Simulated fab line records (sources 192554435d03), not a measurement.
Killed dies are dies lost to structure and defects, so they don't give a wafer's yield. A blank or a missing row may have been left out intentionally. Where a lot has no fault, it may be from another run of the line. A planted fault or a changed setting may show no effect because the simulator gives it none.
Split-lot experiment || flow n5_finfet || 21 wafers read from 7 lots, route of 1938 steps

SPLIT DETAILS
At N5_MIM_BOT_LITHO_EXPOSE_05 (exposes mask MIM BOT), the setting dose_mj was moved away from the recipe's 24.25 on 8 of the 21 wafers read, by -7.3% to +4.1%. All remaining wafers had this setting at the recipe value.

FROM THE SPLIT TO THE READING: what the file shows between them, 3 steps
- N5_MIM_BOT_LITHO_PEB_06
- N5_MIM_BOT_LITHO_DEVELOP_07: develop time 60 s
- N5_MIM_BOT_LITHO_HARDBAKE_09: time 120 s

THE READING
cd_nm at N5_MIM_BOT_LITHO_CD_MEAS_08, given in nm (cd target 3000 nm). On this fab line, fault-free wafers typically give 3000.4 nm with a standard deviation of 1.2 nm.

{"wafer": "L074.3", "tool, chamber at the split": "krf_scanner-02, 0", "dose_mj as run": 25.25, "against the recipe": "+4.1%", "cd_nm, nm": 3007.8, "against lot-mates on the recipe": "+8.0"}
{"wafer": "L074.4", "tool, chamber at the split": "krf_scanner-02, 0", "dose_mj as run": 24.25, "against the recipe": "recipe", "cd_nm, nm": 3000.1, "against lot-mates on the recipe": "-"}
{"wafer": "L074.6", "tool, chamber at the split": "krf_scanner-02, 0", "dose_mj as run": 24.25, "against the recipe": "recipe", "cd_nm, nm": 2999.5, "against lot-mates on the recipe": "-"}
{"wafer": "L075.2", "tool, chamber at the split": "krf_scanner-02, 0", "dose_mj as run": 25.11, "against the recipe": "+3.5%", "cd_nm, nm": 3008.0, "against lot-mates on the recipe": "no lot-mate on the recipe"}
{"wafer": "L075.3", "tool, chamber at the split": "krf_scanner-02, 0", "dose_mj as run": 25.11, "against the recipe": "+3.5%", "cd_nm, nm": 3005.4, "against lot-mates on the recipe": "no lot-mate on the recipe"}
{"wafer": "L075.5", "tool, chamber at the split": "krf_scanner-02, 0", "dose_mj as run": 25.11, "against the recipe": "+3.5%", "cd_nm, nm": 3006.2, "against lot-mates on the recipe": "no lot-mate on the recipe"}
{"wafer": "L083.2", "tool, chamber at the split": "krf_scanner-02, 0", "dose_mj as run": 24.25, "against the recipe": "recipe", "cd_nm, nm": 2999.8, "against lot-mates on the recipe": "-"}
{"wafer": "L083.3", "tool, chamber at the split": "krf_scanner-02, 0", "dose_mj as run": 24.25, "against the recipe": "recipe", "cd_nm, nm": 3000.7, "against lot-mates on the recipe": "-"}
{"wafer": "L083.4", "tool, chamber at the split": "krf_scanner-02, 0", "dose_mj as run": 24.25, "against the recipe": "recipe", "cd_nm, nm": 3002.2, "against lot-mates on the recipe": "-"}
{"wafer": "L088.2", "tool, chamber at the split": "krf_scanner-02, 0", "dose_mj as run": 24.25, "against the recipe": "recipe", "cd_nm, nm": 3001.0, "against lot-mates on the recipe": "-"}
{"wafer": "L088.3", "tool, chamber at the split": "krf_scanner-02, 0", "dose_mj as run": 24.25, "against the recipe": "recipe", "cd_nm, nm": 3002.0, "against lot-mates on the recipe": "-"}
{"wafer": "L088.5", "tool, chamber at the split": "krf_scanner-02, 0", "dose_mj as run": 24.25, "against the recipe": "recipe", "cd_nm, nm": 3002.0, "against lot-mates on the recipe": "-"}
{"wafer": "L091.3", "tool, chamber at the split": "krf_scanner-02, 0", "dose_mj as run": 22.48, "against the recipe": "-7.3%", "cd_nm, nm": 2987.2, "against lot-mates on the recipe": -12.9}
{"wafer": "L091.4", "tool, chamber at the split": "krf_scanner-02, 0", "dose_mj as run": 22.48, "against the recipe": "-7.3%", "cd_nm, nm": 2987.1, "against lot-mates on the recipe": -13.0}
{"wafer": "L091.5", "tool, chamber at the split": "krf_scanner-02, 0", "dose_mj as run": 24.25, "against the recipe": "recipe", "cd_nm, nm": 3000.1, "against lot-mates on the recipe": "-"}
{"wafer": "L096.1", "tool, chamber at the split": "krf_scanner-02, 0", "dose_mj as run": 24.25, "against the recipe": "recipe", "cd_nm, nm": 3002.2, "against lot-mates on the recipe": "-"}
{"wafer": "L096.2", "tool, chamber at the split": "krf_scanner-02, 0", "dose_mj as run": 24.25, "against the recipe": "recipe", "cd_nm, nm": 3002.3, "against lot-mates on the recipe": "-"}
{"wafer": "L096.3", "tool, chamber at the split": "krf_scanner-02, 0", "dose_mj as run": 25.05, "against the recipe": "+3.3%", "cd_nm, nm": 3006.8, "against lot-mates on the recipe": "+4.6"}
{"wafer": "L097.2", "tool, chamber at the split": "krf_scanner-01, 0", "dose_mj as run": 23.63, "against the recipe": "-2.6%", "cd_nm, nm": 2993.4, "against lot-mates on the recipe": -4.7}
{"wafer": "L097.3", "tool, chamber at the split": "krf_scanner-01, 0", "dose_mj as run": 24.25, "against the recipe": "recipe", "cd_nm, nm": 2998.7, "against lot-mates on the recipe": "-"}
{"wafer": "L097.4", "tool, chamber at the split": "krf_scanner-01, 0", "dose_mj as run": 24.25, "against the recipe": "recipe", "cd_nm, nm": 2997.6, "against lot-mates on the recipe": "-"}

FIT RESULTS
A straight line over all 21 wafers: cd_nm changes by +1.84 nm for each +1% of dose_mj; r = +0.97; the points scatter about the line by 1.4 nm.
The same after taking each lot's own level away (the mean of its wafers on the recipe; 18 wafers): +1.76 nm for each +1%; r = +0.99; scatter 0.64 nm.
That fit puts the effect of the largest move of dose_mj on the reading at 13 nm.
From 2998.15 to 3002.25 nm: that is the span of the lots' own levels, equal to 3.4 times the standard deviation above.
Hence the lot-to-lot level has little effect on the slope; both slopes agree.
Check: -12.9 nm against its lot-mates is what the line predicts for one of the wafers moved furthest among these (-7.3%) when that wafer is left out of the fit. Against them it came out at -12.9 nm.

FURTHER SPLITS ON THESE WAFERS
Note: prior to the reading, these wafers also went through further splits. Each is held against what the fit with the lots' levels taken away leaves over:
{"other split on the same wafers": "N5_BEOL_M15_SPUTTER_43 power_w", "wafers away from the commonest value": 7, "r with cd_nm (lot level and that fit taken away)": -0.23}

FILE'S OWN FIT
cd_nm changes by +1.77 nm for each +1% of dose_mj, r = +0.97.
